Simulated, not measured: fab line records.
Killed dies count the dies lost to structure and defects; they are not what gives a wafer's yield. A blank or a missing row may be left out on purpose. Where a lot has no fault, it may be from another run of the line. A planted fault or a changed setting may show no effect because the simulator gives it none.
Which tool did it? + flow n5 finfet + 11 lots, 29 wafers sampled, at 4 steps of a route of 1938

== WHAT EACH GAUGE READ, for each wafer ==
N5_BEOL_M2_THK_MEAS_01.
| lot  | measured     | on            | M2_ILD_THK (nm) |
|------|--------------|---------------|-----------------|
| L446 | day 6 14:57  | film metro-02 | 79.2 80.3       |
| L448 | day 6 20:35  | film metro-02 | 74.7 77.8 75.9  |
| L454 | day 8 10:41  | film metro-01 | 78.2 73.4       |
| L456 | day 8 22:28  | film metro-02 | 77.7 71.7       |
| L458 | day 9 16:37  | film metro-02 | 79.7 71.8       |
| L460 | day 10 05:39 | film metro-01 | 77.6 79.8 79.0  |
| L461 | day 10 08:01 | film metro-01 | 77.9 77.0 78.9  |
| L462 | day 10 13:26 | film metro-02 | 78.6 79.7 79.6  |
| L465 | day 11 12:35 | film metro-02 | 79.3 80.0 79.5  |
| L466 | day 11 15:38 | film metro-02 | 78.5 78.2 78.7  |
| L467 | day 11 23:41 | film metro-01 | 80.3 80.2 80.7  |

== TOOL THAT RAN EACH LOT (tool first, then ch and the chambers of the sampled wafers, then the start) ==
| lot  | N5_BEOL_M1_ANNEAL_89         | N5_BEOL_M1_PRE_CLEAN_60          | N5_BEOL_M2_ILD_DEP_00           |
|------|------------------------------|----------------------------------|---------------------------------|
| L446 | pvd sputter-03, day 6 12:58  | cvd co-02 ch 0,1, day 6 14:36    | pecvd-02 ch 0, day 6 14:53      |
| L448 | pvd sputter-03, day 6 18:34  | cvd co-02 ch 0,1,2, day 6 20:13  | pecvd-01 ch 1,2, day 6 20:31    |
| L454 | pvd sputter-03, day 8 08:43  | cvd co-02 ch 1,2, day 8 10:20    | pecvd-03 ch 1,2, day 8 10:38    |
| L456 | pvd sputter-03, day 8 20:27  | cvd co-01 ch 2, day 8 22:04      | pecvd-03 ch 0, day 8 22:23      |
| L458 | pvd sputter-02, day 9 14:34  | cvd co-01 ch 0,1, day 9 16:12    | pecvd-03 ch 0,2, day 9 16:32    |
| L460 | pvd sputter-03, day 10 03:35 | cvd co-02 ch 0,2, day 10 05:18   | pecvd-01 ch 0,2, day 10 05:35   |
| L461 | pvd sputter-03, day 10 06:01 | cvd co-01 ch 1,2, day 10 07:39   | pecvd-01 ch 0,1,2, day 10 07:57 |
| L462 | pvd sputter-01, day 10 11:17 | cvd co-01 ch 0,2, day 10 13:04   | pecvd-01 ch 0,1,2, day 10 13:22 |
| L465 | pvd sputter-01, day 11 10:36 | cvd co-02 ch 0,1, day 11 12:13   | pecvd-02 ch 0,1,2, day 11 12:31 |
| L466 | pvd sputter-03, day 11 13:40 | cvd co-02 ch 0,1, day 11 15:17   | pecvd-01 ch 0,1,2, day 11 15:34 |
| L467 | pvd sputter-02, day 11 21:43 | cvd co-02 ch 0,1,2, day 11 23:20 | pecvd-02 ch 1,2, day 11 23:38   |
- N5_BEOL_M1_ANNEAL_89: time 240 s.
- N5_BEOL_M1_PRE_CLEAN_60: time 15 s.
- N5_BEOL_M2_ILD_DEP_00: deposits SiOC from DEMS/O2, target thk 79 nm, time 15.3 s.

== THE ANSWER, worked out from the rows above alone ==
Rule: usual is defined by the lots themselves. Put in order of their means at a reading, lots are off if they are a third of the lots or fewer, leave a main group of 4 or more, and stand apart from it by a gap of 3 or more times the standard deviation of the main group's means; of several such gaps the widest counts. Not used: any main group whose means are identical at the precision the tables above print for the reading. A lot without any number at a reading at which 4 lots or more have one is off too. Any other lot the step has rows for is counted as sound.
Nothing can be told from this: no lot is off at any reading shown.

== WHAT WAS PUT IN BY THE SIMULATOR ==
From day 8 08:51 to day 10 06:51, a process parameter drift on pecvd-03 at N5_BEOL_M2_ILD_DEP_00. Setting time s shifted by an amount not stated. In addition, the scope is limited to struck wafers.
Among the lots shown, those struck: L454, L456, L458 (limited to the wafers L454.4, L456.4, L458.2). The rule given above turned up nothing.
